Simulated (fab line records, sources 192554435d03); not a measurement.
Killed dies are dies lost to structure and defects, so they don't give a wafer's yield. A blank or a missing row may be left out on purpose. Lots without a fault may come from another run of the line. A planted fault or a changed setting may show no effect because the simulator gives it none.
Split-lot experiment | flow n5_finfet | 7 lots, 21 wafers read, on a route of 1938 steps

THE SPLIT
At N5_BEOL_M3_COAT_67 (time 60 s, resist thk 60 nm), the setting spin_rpm was moved away from the recipe's 1500 rpm on 5 of the 21 wafers read, by +5.7% to +10.6%. The other wafers ran this setting at the recipe's value.

FROM THE SPLIT TO THE READING: what the file shows between them, 9 steps
- N5_BEOL_M3_EXPOSE_25: exposes mask V2, defocus 5 nm (also split here: dose_mj)
- N5_BEOL_M3_PEB_26: peb time 60 s
- N5_BEOL_M3_DEVELOP_27: develop time 30 s
- N5_BEOL_M3_CD_MEAS_28: target cd 25.7 nm, target cd y 23.3 nm
- N5_BEOL_M3_ALD_98: deposits SiO2, target thk 2.5 nm, pulse time 1 s, co reactant pulse time 1 s
- N5_BEOL_M3_ETCHBACK_99: etches SiO2 in CHF3, target depth 5 nm, time 10.4 s
- N5_BEOL_M3_ETCH_70: etches SOC in N2/H2, target depth 80 nm, overetch 16 nm, time 120 s
- N5_BEOL_M3_STRIP_71: strips in N2/H2
- N5_BEOL_M3_STRIP_78: strips in N2/H2

THE READING
SOC_of_BEOL_M3_COAT_67.thk_nm (the simulator's own value, which no gauge read), in nm, at N5_BEOL_M3_VIA_ETCH_34 (etches the open film in C4F6/O2, target depth 69.4 nm, time 65.9 s). The file gives no usual value for it. The 16 wafers here that ran the recipe average 52.0 nm, standard deviation 0.17 nm.

wafer  | tool, chamber at the split | spin_rpm as run, rpm | against the recipe | SOC_of_BEOL_M3_COAT_67.thk_nm, nm | against lot-mates on the recipe
L074.3 | litho_track-04, 0          | 1659                 | +10.6%             | 49                                | -3.0
L074.5 | litho_track-04, 0          | 1500                 | recipe             | 52                                | -
L074.6 | litho_track-04, 0          | 1500                 | recipe             | 52                                | -
L075.3 | litho_track-04, 0          | 1500                 | recipe             | 51.8                              | -
L075.4 | litho_track-04, 0          | 1500                 | recipe             | 52                                | -
L075.5 | litho_track-04, 0          | 1500                 | recipe             | 52                                | -
L077.2 | litho_track-04, 0          | 1500                 | recipe             | 52                                | -
L077.3 | litho_track-04, 0          | 1500                 | recipe             | 52                                | -
L077.5 | litho_track-04, 0          | 1500                 | recipe             | 52                                | -
L078.1 | litho_track-05, 0          | 1500                 | recipe             | 52                                | -
L078.4 | litho_track-05, 0          | 1500                 | recipe             | 52                                | -
L078.2 | litho_track-05, 0          | 1500                 | recipe             | 52.2                              | -
L088.1 | litho_track-04, 0          | 1585                 | +5.7%              | 50.2                              | -1.6
L088.2 | litho_track-04, 0          | 1585                 | +5.7%              | 50.2                              | -1.6
L088.3 | litho_track-04, 0          | 1500                 | recipe             | 51.8                              | -
L090.2 | litho_track-05, 0          | 1626                 | +8.4%              | 49.4                              | -2.2
L090.4 | litho_track-05, 0          | 1626                 | +8.4%              | 49.4                              | -2.2
L090.3 | litho_track-05, 0          | 1500                 | recipe             | 51.6                              | -
L094.3 | litho_track-03, 0          | 1500                 | recipe             | 52                                | -
L094.5 | litho_track-03, 0          | 1500                 | recipe             | 52                                | -
L094.6 | litho_track-03, 0          | 1500                 | recipe             | 52.4                              | -

THE FIT
A straight line over all 21 wafers: SOC_of_BEOL_M3_COAT_67.thk_nm changes by -0.299 nm for each +1% of spin_rpm; r = -0.99; the points scatter about the line by 0.16 nm.
The same after taking each lot's own level away (the mean of its wafers on the recipe; 21 wafers): -0.273 nm for each +1%; r = -0.99; scatter 0.1 nm.
On that fit, the largest move of spin_rpm shifts the reading by 2.9 nm.
The lots' own levels span 51.60 to 52.13 nm, that is 3.2 times the standard deviation above.
So the lot-to-lot level changes the slope little: the two slopes agree.
Check: with one of the wafers moved furthest among these (+10.6%) left out of the fit, the line predicts -2.84 nm for it against its lot-mates. It came out at -3 nm against them.

OTHER SPLITS ON THESE WAFERS
These wafers also went through other splits before the reading. Each is held against what the fit with the lots' levels taken away leaves over:
other split on the same wafers        | wafers away from the commonest value | r with SOC_of_BEOL_M3_COAT_67.thk_nm (lot level and that fit taken away)
N5_MOL_CONTACT_COAG_COAT_75 spin_rpm  | 6                                    | -0.19
N5_BEOL_M0_SAQP_ETCH_84 time_s        | 10                                   | -0.15
N5_BEOL_M0_SAQP_SPACER1_ALD_98 temp_c | 5                                    | -0.26
N5_BEOL_M0_SAQP_ETCH_107 bias_w       | 7                                    | +0.13
N5_BEOL_M1_TRENCH_ETCH_37 bias_w      | 8                                    | +0.21
N5_BEOL_M2_TRENCH_ETCH_37 bias_w      | 4                                    | -0.01
N5_BEOL_M3_EXPOSE_25 dose_mj          | 7                                    | -0.13

THE WHOLE CHAIN: every reading that the file lists as answering this split, in the file's order
step                   | what it does                                                        | reading                                                                        | change (the file's fit)               | r (the file's)
N5_BEOL_M3_COAT_67     | time 60 s, resist thk 60 nm                                         | SOC_of_BEOL_M3_COAT_67.thk_nm (the simulator's own value, which no gauge read) | -0.286 nm for each +1% of the setting | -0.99
N5_BEOL_M3_ETCH_70     | etches SOC in N2/H2, target depth 80 nm, overetch 16 nm, time 120 s | etch.depth_nm (the simulator's own value, which no gauge read)                 | -0.289 nm for each +1% of the setting | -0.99
N5_BEOL_M3_VIA_ETCH_34 | etches the open film in C4F6/O2, target depth 69.4 nm, time 65.9 s  | SOC_of_BEOL_M3_COAT_67.thk_nm (the simulator's own value, which no gauge read) | -0.276 nm for each +1% of the setting | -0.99

THE FILE'S OWN FIT
SOC_of_BEOL_M3_COAT_67.thk_nm changes by -0.276 nm for each +1% of spin_rpm, r = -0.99.
